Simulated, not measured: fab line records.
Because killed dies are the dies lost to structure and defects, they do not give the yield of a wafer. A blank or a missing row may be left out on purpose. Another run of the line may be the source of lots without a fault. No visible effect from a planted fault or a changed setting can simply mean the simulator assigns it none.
Matching of chambers -- flow n5 finfet -- rie si-04 running N5_BEOL_M0_SAQP_MANDREL1_REMOVE_100: 4 sister chambers
The step chemistry HBr/Cl2/O2, target a-Si, stops on SiNx, bt time 10 s. 18 wafers are shown with their chamber, then 9 later ones without.

## WAFERS PAIRED WITH THEIR CHAMBERS
wafer,chamber,throttle valve pct (%),drypump motor current A (A),oes product au (a.u.)
L076.1,2,36.89,5.9,0.980
L076.4,0,37.07,6.1,1.028
L076.6,0,37.08,6.1,1.014
L077.1,3,36.87,6.3,1.012
L077.2,0,37.08,6.1,1.021
L077.5,3,36.85,6.2,1.012
L079.1,0,37.08,6.1,1.000
L079.2,1,36.79,6.2,0.990
L079.6,2,36.89,5.9,0.981
L081.1,1,36.78,6.2,0.988
L081.3,0,37.09,6.2,1.008
L081.4,3,36.87,6.3,1.008
L083.1,1,36.78,6.2,0.984
L083.5,2,36.89,5.9,0.975
L083.6,0,37.07,6.1,1.002
L086.2,1,36.79,6.2,0.988
L086.3,0,37.09,6.1,1.009
L086.6,0,37.09,6.1,1.012

SIGNATURES, as means of the wafers listed above
reading,chamber 0,chamber 1,chamber 2,chamber 3,scatter within a chamber
throttle valve pct,37.0812,36.7850,36.8900,36.8633,0.00781
drypump motor current A,6.112,6.200,5.900,6.267,0.0332
oes product au,1.01175,0.98750,0.97867,1.01067,0.00687
Rule: a wafer's distance from a chamber is the root of the sum, over the readings, of the square of ((its reading less the chamber's mean) divided by the reading's scatter). The wafer belongs to the nearest chamber; if the next one is less than 2 further off, it can't be placed. The scatter: the root of (the sum of the squares of (reading less its chamber's mean) over the shown wafers, divided by (wafers less chambers)).

## WAFERS WITH NO CHAMBER GIVEN
wafer,throttle valve pct (%),drypump motor current A (A),oes product au (a.u.)
L087.3,36.79,6.1,0.988
L087.4,36.89,5.9,0.988
L087.6,36.89,5.9,0.984
L096.1,37.11,6.1,1.006
L096.3,36.86,5.9,0.983
L096.6,37.08,6.1,1.004
L094.1,36.78,6.2,0.990
L094.2,36.90,5.9,0.977
L094.6,37.08,6.1,1.025

## THE CHAMBER EACH PASSED THROUGH
wafer,from the rows above,in truth
L087.3,1,1
L087.4,2,2
L087.6,2,2
L096.1,0,0
L096.3,2,2
L096.6,0,0
L094.1,1,1
L094.2,2,2
L094.6,0,0
Correct placement for 9 of the 9. Not placeable from these rows: 0. Number placed wrongly: 0.
